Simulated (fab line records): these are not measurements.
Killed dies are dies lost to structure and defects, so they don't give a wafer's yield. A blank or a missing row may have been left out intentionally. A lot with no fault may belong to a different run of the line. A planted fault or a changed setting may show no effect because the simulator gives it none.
Matching of chambers || flow n5-finfet || cmp-04 running N5_ILD0_CMP_03: 4 sister chambers
The step polishes, stops on SiNx, t overpolish 1.9 s, target thk 197.38 nm. 4 wafers are shown with their chamber, then 11 later ones without.

## WAFERS PAIRED WITH THEIR CHAMBERS
{"wafer": "L084.3", "chamber": 1, "motor-current-A (A)": 14.6}
{"wafer": "L085.4", "chamber": 2, "motor-current-A (A)": 13.3}
{"wafer": "L085.6", "chamber": 3, "motor-current-A (A)": 13.2}
{"wafer": "L087.1", "chamber": 0, "motor-current-A (A)": 10.2}

## WAFERS WITH NO CHAMBER GIVEN
{"wafer": "L087.3", "motor-current-A (A)": 12.9}
{"wafer": "L087.6", "motor-current-A (A)": 10.4}
{"wafer": "L090.1", "motor-current-A (A)": 12.7}
{"wafer": "L090.2", "motor-current-A (A)": 10.3}
{"wafer": "L090.5", "motor-current-A (A)": 14.9}
{"wafer": "L092.2", "motor-current-A (A)": 13.4}
{"wafer": "L092.5", "motor-current-A (A)": 13.1}
{"wafer": "L092.6", "motor-current-A (A)": 13.5}
{"wafer": "L097.2", "motor-current-A (A)": 14.1}
{"wafer": "L097.5", "motor-current-A (A)": 11.2}
{"wafer": "L097.6", "motor-current-A (A)": 14.1}

## EACH ONE'S CHAMBER
{"wafer": "L087.3", "from the rows above": "can't be placed: 3 or 2", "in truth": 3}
{"wafer": "L087.6", "from the rows above": 0, "in truth": 0}
{"wafer": "L090.1", "from the rows above": "can't be placed: 3 or 2", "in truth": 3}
{"wafer": "L090.2", "from the rows above": 0, "in truth": 0}
{"wafer": "L090.5", "from the rows above": 1, "in truth": 1}
{"wafer": "L092.2", "from the rows above": "can't be placed: 2 or 3", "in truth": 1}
{"wafer": "L092.5", "from the rows above": "can't be placed: 3 or 2", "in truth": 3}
{"wafer": "L092.6", "from the rows above": "can't be placed: 2 or 3", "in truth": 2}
{"wafer": "L097.2", "from the rows above": "can't be placed: 1 or 2 or 3", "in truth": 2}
{"wafer": "L097.5", "from the rows above": 0, "in truth": 0}
{"wafer": "L097.6", "from the rows above": "can't be placed: 1 or 2 or 3", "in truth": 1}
Placed correctly: 4 of 11. Not placeable from these rows: 7 (in 6, the candidates include the true chamber). Number placed wrongly: 0.
How it was worked out, from the rows above alone: a wafer's distance from a chamber is the root of the sum, over the readings, of the square of ((its reading less the chamber's mean) divided by the reading's scatter). The wafer belongs to the nearest chamber; if the next one is less than 2 further off, it can't be placed. The mean given for a chamber averages the wafers shown for that chamber. The scatter (one wafer shown for each chamber): square how far every hidden wafer sits from the nearest shown wafer, average those squares and take the square root.
